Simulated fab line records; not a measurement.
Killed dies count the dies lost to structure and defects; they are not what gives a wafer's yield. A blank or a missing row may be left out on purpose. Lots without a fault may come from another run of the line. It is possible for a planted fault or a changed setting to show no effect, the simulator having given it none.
Chamber matching	flow n5-finfet	N5_BEOL_M6_DEP_56 on pecvd-04: 3 sister chambers
The step deposits SiCN from 3MS/NH3, target thk 10 nm, time 17.5 s. 3 wafers are shown with their chamber, then 9 later ones without.

## WAFERS, EACH WITH ITS CHAMBER
wafer	chamber	throttle-valve-pct (%)
L086.1	2	8.2
L086.2	1	10.1
L086.3	0	9.9

## WAFERS MISSING THEIR CHAMBER
wafer	throttle-valve-pct (%)
L090.1	8.7
L090.2	9.9
L090.6	9.8
L093.1	9.8
L093.5	9.8
L093.6	8.9
L096.1	9.7
L096.3	8.6
L096.5	9.7

## WHICH CHAMBER EACH WENT THROUGH
wafer	from the rows above	in truth
L090.1	2	2
L090.2	can't be placed: 0 or 1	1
L090.6	can't be placed: 0 or 1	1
L093.1	can't be placed: 0 or 1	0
L093.5	can't be placed: 0 or 1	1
L093.6	can't be placed: 2 or 0 or 1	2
L096.1	can't be placed: 0 or 1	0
L096.3	2	2
L096.5	can't be placed: 0 or 1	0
Correct placement for 2 of the 9. Not placeable from these rows: 7 (in 7, the candidates include the true chamber). Placed wrongly: 0.
How it was worked out, from the rows above alone: a wafer's distance from a chamber is the root of the sum, over the readings, of the square of ((its reading less the chamber's mean) divided by the reading's scatter). If the next closest chamber is less than 2 further off than the closest, the wafer can't be placed; otherwise it belongs to the closest. The mean given for a chamber averages the wafers shown for that chamber. The scatter: root of mean squared gap, hidden wafer to nearest shown wafer, with one shown wafer a chamber.
